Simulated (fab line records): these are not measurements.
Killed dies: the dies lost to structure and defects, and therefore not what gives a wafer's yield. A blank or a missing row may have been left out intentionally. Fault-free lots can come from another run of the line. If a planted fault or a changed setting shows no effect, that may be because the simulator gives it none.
Chamber matching + flow n5-finfet + rie-diel-04 running N5_DUMMY_GATE_ETCH_31: 4 sister chambers
The step etches SiO2 in C4F6/O2, target depth 82.5 nm, time 27.5 s. 8 wafers are shown with their chamber, then 9 later ones without.

== WAFERS WITH THEIR CHAMBER ==
| wafer  | chamber | throttle-valve-pct (%) | drypump-motor-current-A (A) |
|--------|---------|------------------------|-----------------------------|
| L079.3 | 0       | 21.34                  | 5.6                         |
| L081.2 | 3       | 21.36                  | 5.9                         |
| L091.1 | 2       | 20.49                  | 6.2                         |
| L091.2 | 3       | 21.38                  | 5.9                         |
| L091.3 | 1       | 21.32                  | 6.3                         |
| L093.2 | 0       | 21.36                  | 5.7                         |
| L093.3 | 1       | 21.32                  | 6.3                         |
| L093.4 | 2       | 20.51                  | 6.2                         |

== WAFERS WITH NO CHAMBER GIVEN ==
| wafer  | throttle-valve-pct (%) | drypump-motor-current-A (A) |
|--------|------------------------|-----------------------------|
| L094.1 | 20.50                  | 6.2                         |
| L094.5 | 21.39                  | 5.9                         |
| L094.6 | 21.37                  | 5.6                         |
| L095.2 | 21.34                  | 6.3                         |
| L095.3 | 21.40                  | 5.9                         |
| L095.4 | 20.50                  | 6.2                         |
| L097.2 | 21.36                  | 5.6                         |
| L097.4 | 21.32                  | 6.3                         |
| L097.5 | 21.35                  | 5.7                         |

== WHICH CHAMBER EACH ONE RAN IN ==
| wafer  | from the rows above | in truth |
|--------|---------------------|----------|
| L094.1 | 2                   | 2        |
| L094.5 | 3                   | 3        |
| L094.6 | 0                   | 0        |
| L095.2 | 1                   | 1        |
| L095.3 | 3                   | 3        |
| L095.4 | 2                   | 2        |
| L097.2 | 0                   | 0        |
| L097.4 | 1                   | 1        |
| L097.5 | 0                   | 0        |
9 of 9 placed correctly. Not placeable from these rows: 0. Number placed wrongly: 0.
How it was worked out, from the rows above alone: a wafer's distance from a chamber is the root of the sum, over the readings, of the square of ((its reading less the chamber's mean) divided by the reading's scatter). The wafer belongs to the nearest chamber; if the next one is less than 2 further off, it can't be placed. A chamber's mean is the mean of its shown wafers. The scatter: the root of (the sum of the squares of (reading less its chamber's mean) over the shown wafers, divided by (wafers less chambers)).
